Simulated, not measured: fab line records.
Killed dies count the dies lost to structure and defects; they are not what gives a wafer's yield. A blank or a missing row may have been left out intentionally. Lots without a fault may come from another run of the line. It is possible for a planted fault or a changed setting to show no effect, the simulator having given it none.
fab line records ; flow nand_harc
record lots=5; wafers=15; last_day=32
route steps=1302 shown A_SOURCE_PLATE@416 A_ONON_D1@424 END@1302
lots that met no fault: taken from a fault-free run of the same line
start_h: the number of hours between the record's first day and the start of the first shown wafer of the lot ; wait_h: hours from the lot's prior step to this one ; " the same as in the row above ; L1.1+2: a row that stands for several wafers ; - no value, or no start was given ; * or withheld: withheld ; < > ~ a bound
route shown NAME@n: NAME is a module with steps in the file, n the number in the route of the first one ; usual: the fault-free wafers' mean and standard deviation ; same: alike in all rows ; chamber/n: place in a boat ; sites: readings site by site ; _std_site: standard deviation of those values ; _edge_site: inner sites' mean taken away from outer sites' mean ; radius_mm: for every site, how far away it sits from the centre of the wafer ; mask NAME#n: copy n ; behind: the most recent tool/chamber to have shaped the wafer ; hold: the reason the lot was held/the length of the hold in hours/how it ended ; device: which transistor (n, p or np) failed to switch ; end of line: the tests these same wafers got at the end of their route ; a step with no rows: only its recipe ; killed: not the wafer's yield, but the dies lost to structure and defects at the first sort ; map: dies across one wafer; x = killed, . = not, _ = none there
set.NAME: setting as actually run; set.NAME@STEP: the setting as run at that earlier step ; model.NAME: the simulator's own value behind a step, which no gauge read
lots at selected steps of the route; one table per step, one row per wafer
services: when a tool's chamber went out of use (start_h, in hours from the record's first day, below 0 if earlier), for how many hours, and the reason
## steps
# step NHARC_A_SOURCE_PLATE_THK_MEAS_09
# recipe thk_meas_gauge=ellipsometry
# usual thk_nm=9.8/1.1
lot.wafer;tool;chamber;start_h;wait_h;thk_nm
L775.1;film_metro-01;-;174.73;0.4;10.2
L775.3;film_metro-01;-;174.73;0.4;11.3
L775.6;film_metro-01;-;174.73;0.4;9.0
L781.1;film_metro-01;-;226.68;0.4;8.6
L781.2;film_metro-01;-;226.68;0.4;9.6
L781.3;film_metro-01;-;226.68;0.4;12.3
L789.1;film_metro-01;-;319.05;0.4;9.5
L789.3;film_metro-01;-;319.05;0.4;11.8
L789.6;film_metro-01;-;319.05;0.4;11.3
L791.2;film_metro-01;-;331.71;0.4;9.2
L791.3;film_metro-01;-;331.71;0.4;9.3
L791.5;film_metro-01;-;331.71;0.4;10.2
L793.1;film_metro-01;-;349.68;0.4;9.6
L793.2;film_metro-01;-;349.68;0.4;7.5
L793.6;film_metro-01;-;349.68;0.4;10.1
# step NHARC_A_SOURCE_PLATE_PVD_04
# recipe target_thk_a=500; material=WSi2
# step NHARC_A_SOURCE_PLATE_CVD_03
# recipe target_thk_a=2000; temp_c=620; pressure_mtorr=200; time_s=4000; material=poly-Si
# step NHARC_A_SOURCE_PLATE_ANNEAL_05
# recipe temp_c=850; time_s=1800
# step NHARC_A_SOURCE_PLATE_THK_MEAS_06
# recipe thk_meas_gauge=ellipsometry
# usual thk_nm=199.0/2.4
lot.wafer;tool;chamber;start_h;wait_h;thk_nm
L775.1;film_metro-02;-;187.22;0.4;197.6
L775.3;film_metro-02;-;187.22;0.4;195.9
L775.6;film_metro-02;-;187.22;0.4;193.5
L781.1;film_metro-02;-;242.75;0.4;201.8
L781.2;film_metro-02;-;242.75;0.4;200.7
L781.3;film_metro-02;-;242.75;0.4;201.3
L789.1;film_metro-01;-;334.31;0.4;197.6
L789.3;film_metro-01;-;334.31;0.4;198.2
L789.6;film_metro-01;-;334.31;0.4;200.7
L791.2;film_metro-01;-;344.22;0.4;194.7
L791.3;film_metro-01;-;344.22;0.4;194.1
L791.5;film_metro-01;-;344.22;0.4;192.2
L793.1;film_metro-02;-;362.69;0.4;201.7
L793.2;film_metro-02;-;362.69;0.4;198.8
L793.6;film_metro-02;-;362.69;0.4;198.3
# step NHARC_A_SOURCE_PLATE_INSPECT_08
# usual raw_defect_count=56/24
lot.wafer;tool;chamber;start_h;wait_h;raw_defect_count
L775.1;defect_inspect-02;-;187.33;0.0;34
L775.3;defect_inspect-02;-;187.33;0.0;46
L775.6;defect_inspect-02;-;187.33;0.0;46
L781.1;defect_inspect-01;-;242.87;0.1;43
L781.2;defect_inspect-01;-;242.87;0.1;48
L781.3;defect_inspect-01;-;242.87;0.1;63
L789.1;defect_inspect-01;-;334.37;0.0;40
L789.3;defect_inspect-01;-;334.37;0.0;65
L789.6;defect_inspect-01;-;334.37;0.0;58
L791.2;defect_inspect-02;-;344.33;0.0;66
L791.3;defect_inspect-02;-;344.33;0.0;27
L791.5;defect_inspect-02;-;344.33;0.0;34
L793.1;defect_inspect-01;-;362.77;0.0;36
L793.2;defect_inspect-01;-;362.77;0.0;56
L793.6;defect_inspect-01;-;362.77;0.0;28
# step NHARC_A_ONON_D1_DEP_00
# recipe target_thk_a=10000; n2_flow_sccm=2750; n2o_flow_sccm=2000; nh3_flow_sccm=500; sih4_flow_sccm=210; temp_c=400
# step NHARC_A_ONON_D1_THK_MEAS_02
# recipe thk_meas_gauge=ellipsometry
# usual thk_nm=998/9.5
lot.wafer;tool;chamber;start_h;wait_h;thk_nm
L775.1;film_metro-01;-;187.91;-;977
L775.3;film_metro-01;-;187.91;-;977
L775.6;film_metro-01;-;187.91;-;978
L781.1;film_metro-02;-;243.45;-;1001
L781.2;film_metro-02;-;243.45;-;1001
L781.3;film_metro-02;-;243.45;-;1001
L789.1;film_metro-01;-;334.94;-;998
L789.3;film_metro-01;-;334.94;-;996
L789.6;film_metro-01;-;334.94;-;997
L791.2;film_metro-02;-;344.90;-;1009
L791.3;film_metro-02;-;344.90;-;1008
L791.5;film_metro-02;-;344.90;-;1007
L793.1;film_metro-02;-;363.35;-;993
L793.2;film_metro-02;-;363.35;-;991
L793.6;film_metro-02;-;363.35;-;993
# step NHARC_A_ONON_D1_DEP_03
# recipe target_thk_a=10000; n2_flow_sccm=2750; n2o_flow_sccm=2000; nh3_flow_sccm=500; sih4_flow_sccm=210; temp_c=400
# step NHARC_A_ONON_D1_THK_MEAS_05
# recipe thk_meas_gauge=ellipsometry
# usual thk_nm=999/6.9
lot.wafer;tool;chamber;start_h;wait_h;thk_nm
L775.1;film_metro-01;-;188.47;-;1005
L775.3;film_metro-01;-;188.47;-;1006
L775.6;film_metro-01;-;188.47;-;1006
L781.1;film_metro-01;-;244.02;-;1009
L781.2;film_metro-01;-;244.02;-;1009
L781.3;film_metro-01;-;244.02;-;1006
L789.1;film_metro-02;-;335.51;-;1005
L789.3;film_metro-02;-;335.51;-;1006
L789.6;film_metro-02;-;335.51;-;1006
L791.2;film_metro-02;-;345.47;-;989
L791.3;film_metro-02;-;345.47;-;989
L791.5;film_metro-02;-;345.47;-;988
L793.1;film_metro-02;-;363.92;-;1000
L793.2;film_metro-02;-;363.92;-;1001
L793.6;film_metro-02;-;363.92;-;1000
# step NHARC_A_ONON_D1_DEP_06
# recipe target_thk_a=10000; n2_flow_sccm=2750; n2o_flow_sccm=2000; nh3_flow_sccm=500; sih4_flow_sccm=210; temp_c=400
# usual nh3_flow_sccm=499.6/1.5
lot.wafer;tool;chamber;start_h;wait_h;nh3_flow_sccm
L775.1;pecvd_onon-04;0;188.53;0.1;500.4
L775.3;pecvd_onon-04;0;188.53;0.1;501.1
L775.6;pecvd_onon-04;0;188.53;0.1;502.0
L781.1;pecvd_onon-04;0;244.08;0.1;498.5
L781.2;pecvd_onon-04;0;244.08;0.1;500.4
L781.3;pecvd_onon-04;0;244.08;0.1;499.3
L789.1;pecvd_onon-02;0;335.57;0.1;498.1
L789.3;pecvd_onon-02;0;335.57;0.1;498.3
L789.6;pecvd_onon-02;0;335.57;0.1;498.7
L791.2;pecvd_onon-02;0;345.59;0.1;503.0
L791.3;pecvd_onon-02;0;345.59;0.1;499.3
L791.5;pecvd_onon-02;0;345.59;0.1;499.5
L793.1;pecvd_onon-02;0;363.97;0.1;499.8
L793.2;pecvd_onon-02;0;363.97;0.1;500.0
L793.6;pecvd_onon-02;0;363.97;0.1;500.7
# step NHARC_A_ONON_D1_THK_MEAS_08
# recipe thk_meas_gauge=ellipsometry
# usual thk_nm=998/12
lot.wafer;tool;chamber;start_h;wait_h;thk_nm
L775.1;film_metro-02;-;189.04;-;999
L775.3;film_metro-02;-;189.04;-;1000
L775.6;film_metro-02;-;189.04;-;999
L781.1;film_metro-01;-;244.58;-;704
L781.2;film_metro-01;-;244.58;-;1003
L781.3;film_metro-01;-;244.58;-;1003
L789.1;film_metro-01;-;336.07;-;992
L789.3;film_metro-01;-;336.07;-;991
L789.6;film_metro-01;-;336.07;-;991
L791.2;film_metro-01;-;346.03;-;1016
L791.3;film_metro-01;-;346.03;-;1018
L791.5;film_metro-01;-;346.03;-;1016
L793.1;film_metro-01;-;364.49;-;1005
L793.2;film_metro-01;-;364.49;-;1006
L793.6;film_metro-01;-;364.49;-;1006
# step NHARC_A_ONON_D1_DEP_09
# recipe target_thk_a=10000; n2_flow_sccm=2750; n2o_flow_sccm=2000; nh3_flow_sccm=500; sih4_flow_sccm=210; temp_c=400
# step NHARC_END_SORT_01
# recipe temp_c=25
# usual killed_at_array=54/17; killed_at_other=1.0/1.4; killed_at_periphery=3.6/2.1; killed_dies=58/17; killed_open=3.2/2; killed_short=2.5/1.5
# same gross_dies=677
lot.wafer;tool;chamber;start_h;wait_h;killed_at_array;killed_at_other;killed_at_periphery;killed_dies;killed_open;killed_short
L781.1;prober-01;0;638.26;2.5;672;1;4;677;5;4
# killed by level:class
L781.1 A_ONON_D1:area_dep=612 A_SLIT:chamber_film_flake=30 A_CHANNEL_HOLE_D1:chamber_film_flake=10 A_CHANNEL_HOLE_D2:chamber_film_flake=8 A_CONTACT:chamber_film_flake=4 A_DECK1_JOINT:chamber_film_flake=3 P_CONTACT:geometric_particle:open=2 A_CHANNEL_FILL_D1:geometric_particle:short=2
# map L781.1 (x killed, . not)
____________x____________
_________xxxxxxx_________
_______xxxxxxxxxxx_______
______xxxxxxxxxxxxx______
_____xxxxxxxxxxxxxxx_____
____xxxxxxxxxxxxxxxxx____
____xxxxxxxxxxxxxxxxx____
___xxxxxxxxxxxxxxxxxxx___
___xxxxxxxxxxxxxxxxxxx___
__xxxxxxxxxxxxxxxxxxxxx__
__xxxxxxxxxxxxxxxxxxxxx__
_xxxxxxxxxxxxxxxxxxxxxxx_
_xxxxxxxxxxxxxxxxxxxxxxx_
_xxxxxxxxxxxxxxxxxxxxxxx_
_xxxxxxxxxxxxxxxxxxxxxxx_
_xxxxxxxxxxxxxxxxxxxxxxx_
xxxxxxxxxxxxxxxxxxxxxxxxx
xxxxxxxxxxxxxxxxxxxxxxxxx
xxxxxxxxxxxxxxxxxxxxxxxxx
xxxxxxxxxxxxxxxxxxxxxxxxx
xxxxxxxxxxxxxxxxxxxxxxxxx
_xxxxxxxxxxxxxxxxxxxxxxx_
_xxxxxxxxxxxxxxxxxxxxxxx_
_xxxxxxxxxxxxxxxxxxxxxxx_
_xxxxxxxxxxxxxxxxxxxxxxx_
_xxxxxxxxxxxxxxxxxxxxxxx_
__xxxxxxxxxxxxxxxxxxxxx__
__xxxxxxxxxxxxxxxxxxxxx__
___xxxxxxxxxxxxxxxxxxx___
___xxxxxxxxxxxxxxxxxxx___
____xxxxxxxxxxxxxxxxx____
____xxxxxxxxxxxxxxxxx____
_____xxxxxxxxxxxxxxx_____
______xxxxxxxxxxxxx______
_______xxxxxxxxxxx_______
_________xxxxxxx_________
____________x____________
# map L775.6 (x killed, . not)
____________.____________
_________......._________
_______..........._______
______.............______
_____..............._____
____.................____
____.................____
___.............x.....___
___...................___
__........x.......xx...__
__.............x.x.x..x__
_..x..x.........x.x....._
_....x.........xx.x...x._
_.x.xx..........x.x..x.._
_xx.xxx.xx.......xxx...._
_xxxxx.................._
.xxxxxx...........x......
..xxxx........x........x.
.xxxx...x................
.xxx......x..............
....x....................
_.x..x.................._
_......................._
_......................._
_...........x..........x_
_...x.................x._
__...x........xx.......__
__........x.x..........__
___..........xx.......___
___.......xxxxx.......___
____.....xxx.x.x.....____
____......xxxxx......____
_____.......xx......_____
______.......x.x...______
_______..........._______
_________......._________
____________.____________
## services
tool;chamber;start_h;hours;kind
pecvd_onon-02;-;185.00;13.0;pm
pecvd_onon-04;-;311.05;13.0;pm
## key
first_sign step=NHARC_A_ONON_D1_THK_MEAS_08; reading=thk_nm; direction=down; sigmas=24; usual=998; struck=704
effect step=NHARC_END_SORT_01; reading=killed_dies; direction=up; sigmas=36; usual=58; struck=677
more_kills_born_at NHARC_A_ONON_D1_DEP_06@pecvd_onon-04=612
met_at NHARC_A_ONON_D1_DEP_06
struck_wafers L781.1
later_rows_left_out L781.1
tester_left_out L781
onset_between 188.53 244.08
fault kind=process_parameter_drift; tool=pecvd_onon-04; chamber=-; onset_h=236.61; steps=NHARC_A_ONON_D1_DEP_06; channel=target_thk_a; offset=*; shape=step; end_h=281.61; scope=struck_wafers_only; acts_in=*; stated=*
# tester_left_out: of these lots the tester's yield and bins aren't shown, on N5 and GAA mostly nor the transistor test; their killed dies are dies lost to structure and defects alone, not to doping, threshold or leakage, so they don't give the yield
# later_rows_left_out: the simulator's readings of these wafers behind a module that went badly wrong aren't trusted and aren't shown, but for the sort
